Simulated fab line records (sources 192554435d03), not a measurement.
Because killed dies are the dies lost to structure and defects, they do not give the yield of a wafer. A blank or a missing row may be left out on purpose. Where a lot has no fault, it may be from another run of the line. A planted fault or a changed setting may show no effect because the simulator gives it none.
Comparing a struck lot with a sound one :: flow n5-finfet :: 15 out of 1938 route steps
Sound: the wafers L701.2, L701.4, L701.6. Struck: wafers L712.1, L712.5 (left out: L712.6, a lot-mate that was not struck); the cause follows at the end.
Order at every step that has rows: each side's tool, ch and its chambers, its first start. Under that, the readings that differ: sound wafers :: struck wafers :: difference of the means :: sigmas: that difference in standard deviations of wafers without a fault.
alike: words and numbers the same on both sides, and readings whose means are apart by under 2 such deviations; not compared: readings that were withheld, readings missing a value for some wafer, numbers with overlapping values and no deviation given by the record, and bounds like >300 which may hide the same value.
Wherever a step has rows on one side only, a row that says differs or no value, or a row with sigmas, the two part there. When numbers do not overlap yet have no deviation, they are printed without sigmas and do not part them. A reading missing from all wafers of one side parts the sides only when that side holds two or more wafers.

first, 8 steps without rows for these wafers: N5_MIM_TOP_LITHO_HMDS_01 (time 60 s); N5_MIM_TOP_LITHO_COAT_02; N5_MIM_TOP_LITHO_EBR_04; N5_MIM_TOP_LITHO_SOFTBAKE_03 (time 90 s); N5_MIM_TOP_LITHO_EXPOSE_05 (exposes mask MIM TOP, target cd 2000 nm); N5_MIM_TOP_LITHO_PEB_06; N5_MIM_TOP_LITHO_DEVELOP_07 (develop time 60 s); N5_MIM_TOP_LITHO_HARDBAKE_09 (time 120 s).
N5_MIM_TOP_LITHO_CD_MEAS_08: target cd 2000 nm.
  sound on cd-sem-01 ch 0, day 13 13:48; struck on cd-sem-03 ch 0, day 15 16:40
  alike: cd-nm
N5_MIM_TOP_LITHO_OVL_MEAS_11:
  sound on overlay-01 ch 0, day 13 13:50; struck on overlay-01 ch 0, day 15 16:42
  alike: MIM_TOP_OVL
N5_MIM_TOP_LITHO_INSPECT_12: inspects for defects (macro).
  sound: defect-inspect-02 at day 13 13:52; struck: defect-inspect-02 at day 15 16:43
  alike: raw-defect-count
N5_MIM_TOP_LITHO_DESCUM_10: chemistry O2, time 7.9 s.
  sound on rie-diel-06 ch 2,3, day 13 13:54; struck on rie-diel-06 ch 1,2, day 15 16:46
  alike: drypump-motor-current-A, o2-flow-sccm, oes-product-au, rf-fwd-power-W, rf-vpp-V, showerhead-plenum-p-Torr, throttle-valve-pct
  not compared: rf-hours-counter-h
N5_MIM_TOP_ETCH_ETCH_00: etches TiN in Cl2/BCl3, target depth 38.5 nm.
  sound on rie-metal-03 ch 0, day 13 14:02; struck on rie-metal-02 ch 0, day 15 16:50
reading: drypump-motor-current-A (A)
sound: 5.3 5.4 5.4
struck: 6.6 6.6
difference: +1.2
sigmas: +3

reading: mfc-cl2-sccm (sccm)
sound: 53.20 53.31 53.14
struck: 35.92 35.79
difference: -17.36
sigmas: -99 or more

reading: throttle-valve-pct (%)
sound: 22.47 22.48 22.47
struck: 20.31 20.32
difference: -2.16
sigmas: -23
  alike: bcl3-flow-sccm, oes-product-au, rf-fwd-power-W
  not compared: rf-hours-counter-h
N5_MIM_TOP_ETCH_STRIP_01: strips in O2.
  sound on rie-diel-02 ch 0,2,3, day 13 14:15; struck on rie-diel-02 ch 0,1, day 15 16:59
  alike: drypump-motor-current-A, o2-flow-sccm, oes-product-au, rf-vpp-V, showerhead-plenum-p-Torr, throttle-valve-pct
  not compared: rf-hours-counter-h
N5_PASSIVATION_PROBE_49:
  sound: prober-02 at day 14 01:15; struck: prober-01 at day 16 03:34
reading: defect-limited-yield (%)
sound: 88.8 88.3 87.6
struck: 91.9 93.2
difference: +4.3
sigmas: +3

reading: killed-at-front-end
sound: 56 63 55
struck: 39 28
difference: -24
sigmas: -2

reading: killed-dies
sound: 132 138 146
struck: 96 80
difference: -51
sigmas: -3

reading: killed-open
sound: 82 90 98
struck: 62 50
difference: -34
sigmas: -3

reading: killed-short
sound: 49 47 47
struck: 33 30
difference: -16
sigmas: -2

reading: sort_bin_5_function (%)
sound: 6.4 6.1 8.1
struck: 4.2 4.0
difference: -2.8
sigmas: -3

reading: sort_bin_6_memory (%)
sound: 4.4 5.1 3.7
struck: 3.5 2.3
difference: -1.5
sigmas: -2

reading: sort-n-pass
sound: 1048 1042 1034
struck: 1084 1100
difference: +51
sigmas: +3

reading: sort-yield-pct (%)
sound: 88.8 88.3 87.6
struck: 91.9 93.2
difference: +4.3
sigmas: +3
  alike: killed_at_M0_to_M3, killed_at_M4_up, killed-at-contacts, killed-at-other, sort_bin_8_speed

## WHERE THEY PART
Last at N5_PASSIVATION_PROBE_49 as far as this record goes, first at N5_MIM_TOP_ETCH_ETCH_00.

WHY: whatever the simulator had introduced
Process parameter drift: rie-metal-02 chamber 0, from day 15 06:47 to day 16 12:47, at N5_MIM_TOP_ETCH_ETCH_00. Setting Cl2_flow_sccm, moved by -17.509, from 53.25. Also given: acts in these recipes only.
